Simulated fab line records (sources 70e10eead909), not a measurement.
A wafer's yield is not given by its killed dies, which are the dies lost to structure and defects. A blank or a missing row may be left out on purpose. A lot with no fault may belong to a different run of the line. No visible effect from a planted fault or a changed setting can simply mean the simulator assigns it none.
Shared-tool check ; flow nand harc ; Sampled: 12 lots, 36 wafers

## WHAT PROMPTED THE OPENING
At NHARC_P_GATE_CD_MEAS_59 the reading cd nm is flagged on 1 of 12 lots. No-fault wafers: 720.0 nm, standard deviation 1.
Rule: flag the lot when none of its wafers has a number, or when each of its wafers that has one lies beyond 4 standard deviations from that mean. The rest of the lots are taken to be sound.

lot;measured;on;cd nm (nm), wafer by wafer;flag
L327;day 5 12:35;cd sem-03;721.5 721.1 719.0;
L329;day 6 08:40;cd sem-03;722.2 719.4 721.3;
L332;day 7 17:40;cd sem-02;719.7 719.0 719.4;
L334;day 8 19:50;cd sem-01;711.4 711.3 711.0;FLAGGED
L335;day 9 03:30;cd sem-01;719.1 721.5 717.0;
L338;day 10 07:19;cd sem-02;720.4 717.9 720.7;
L339;day 10 20:58;cd sem-01;723.6 720.8 720.4;
L344;day 12 12:57;cd sem-02;719.2 718.8 719.8;
L345;day 13 02:05;cd sem-03;720.0 719.6 720.6;
L346;day 13 19:35;cd sem-02;720.8 720.2 720.6;
L347;day 13 20:34;cd sem-03;720.5 719.4 719.2;
L350;day 15 03:50;cd sem-03;720.5 721.0 721.0;
Average over the flagged lots: 711.2 nm; offset from the usual -8.8 nm, equal to -9 standard deviations.

## EACH LOT AND THE TOOL IT RAN ON
The record holds 3 process steps before the reading, out of a route of 1302 steps. Every cell lists first the tool, next ch and the chambers used by the sampled wafers, and last the start.
lot;flag;NHARC_P_GATE_ETCH_32;NHARC_P_GATE_STRIP_111;NHARC_P_GATE_EXPOSE_56
L327;;rie si-04 ch 0,1,3, day 4 23:25;plasma asher-01 ch 0,1, day 5 11:24;krf scanner-01 ch 0, day 5 12:26
L329;;rie si-06 ch 0,2, day 5 19:36;plasma asher-01 ch 0,1, day 6 07:29;krf scanner-01 ch 0, day 6 08:31
L332;;rie si-02 ch 0,1, day 7 04:24;plasma asher-02 ch 0,1, day 7 16:29;krf scanner-01 ch 0, day 7 17:31
L334;FLAGGED;rie si-04 ch 1,2,3, day 8 06:47;plasma asher-02 ch 0,1, day 8 18:36;krf scanner-01 ch 0, day 8 19:41
L335;;rie si-04 ch 1,2,3, day 8 14:29;plasma asher-02 ch 0,1, day 9 02:28;krf scanner-01 ch 0, day 9 03:21
L338;;rie si-06 ch 0,2,3, day 9 18:11;plasma asher-02 ch 0,1, day 10 06:08;krf scanner-03 ch 0, day 10 07:09
L339;;rie si-02 ch 0,2,3, day 10 08:01;plasma asher-02 ch 0,1, day 10 19:50;krf scanner-01 ch 0, day 10 20:49
L344;;rie si-04 ch 1,3, day 11 23:49;plasma asher-01 ch 1, day 12 11:46;krf scanner-03 ch 0, day 12 12:48
L345;;rie si-06 ch 0,1,3, day 12 10:52;plasma asher-02 ch 0,1, day 13 00:52;krf scanner-02 ch 0, day 13 01:56
L346;;rie si-02 ch 0,1,2, day 13 04:34;plasma asher-02 ch 0,1, day 13 18:29;krf scanner-02 ch 0, day 13 19:26
L347;;rie si-04 ch 0,1,2, day 13 07:28;plasma asher-01 ch 0,1, day 13 19:21;krf scanner-01 ch 0, day 13 20:25
L350;;rie si-02 ch 1,2,3, day 14 14:32;plasma asher-02 ch 0,1, day 15 02:40;krf scanner-03 ch 0, day 15 03:40
What is done by these steps:
- NHARC_P_GATE_ETCH_32: etches the open film in HBr/Cl2, target depth 150 nm, time 100.1 s.
- NHARC_P_GATE_STRIP_111: strips in N2/H2, time 250 s.
- NHARC_P_GATE_EXPOSE_56: exposes mask P PSD, target cd 720 nm.
- NHARC_P_GATE_CD_MEAS_59: target cd 720 nm.

## FLAGGED AGAINST TOTAL, ONE TOOL AT A TIME (gauges that did the reading follow at the end)
step;tool;lots run;flagged;share of the flagged lots;sound lots run after its first flagged lot
NHARC_P_GATE_ETCH_32;rie si-02;4;0;none;-
NHARC_P_GATE_ETCH_32;rie si-04;5;1;all;3 (L335,L344,L347)
NHARC_P_GATE_ETCH_32;rie si-06;3;0;none;-
NHARC_P_GATE_STRIP_111;plasma asher-01;4;0;none;-
NHARC_P_GATE_STRIP_111;plasma asher-02;8;1;all;6 (L335,L338,L339,L345,L346,L350)
NHARC_P_GATE_EXPOSE_56;krf scanner-01;7;1;all;3 (L335,L339,L347)
NHARC_P_GATE_EXPOSE_56;krf scanner-02;2;0;none;-
NHARC_P_GATE_EXPOSE_56;krf scanner-03;3;0;none;-
NHARC_P_GATE_CD_MEAS_59;cd sem-01;3;1;all;2 (L335,L339)
NHARC_P_GATE_CD_MEAS_59;cd sem-02;4;0;none;-
NHARC_P_GATE_CD_MEAS_59;cd sem-03;5;0;none;-

## WHAT IS ALLOWED BY THE TABLE
4 rows of the table ran every flagged lot: rie si-04 at NHARC_P_GATE_ETCH_32, plasma asher-02 at NHARC_P_GATE_STRIP_111, krf scanner-01 at NHARC_P_GATE_EXPOSE_56, cd sem-01 at NHARC_P_GATE_CD_MEAS_59.
- rie si-04 at NHARC_P_GATE_ETCH_32 ran 5 lots, 1 of them flagged. After the first flagged lot (L335, L344, L347), sound lots still ran on it; a lasting fault on the whole tool would not permit that.
- plasma asher-02 at NHARC_P_GATE_STRIP_111 ran 8 lots, 1 of them flagged. After the first flagged lot (L335, L338, L339, L345, L346, L350), sound lots still ran on it; a lasting fault on the whole tool would not permit that.
- krf scanner-01 at NHARC_P_GATE_EXPOSE_56 ran 7 lots, 1 of them flagged. After the first flagged lot (L335, L339, L347), sound lots still ran on it; a lasting fault on the whole tool would not permit that.
- cd sem-01 at NHARC_P_GATE_CD_MEAS_59 ran 3 lots, 1 of them flagged. After the first flagged lot (L335, L339), sound lots still ran on it; a lasting fault on the whole tool would not permit that.
Not one row of the table ran every flagged lot while running no sound lot after the first.

## WHAT THE SIMULATOR PUT IN
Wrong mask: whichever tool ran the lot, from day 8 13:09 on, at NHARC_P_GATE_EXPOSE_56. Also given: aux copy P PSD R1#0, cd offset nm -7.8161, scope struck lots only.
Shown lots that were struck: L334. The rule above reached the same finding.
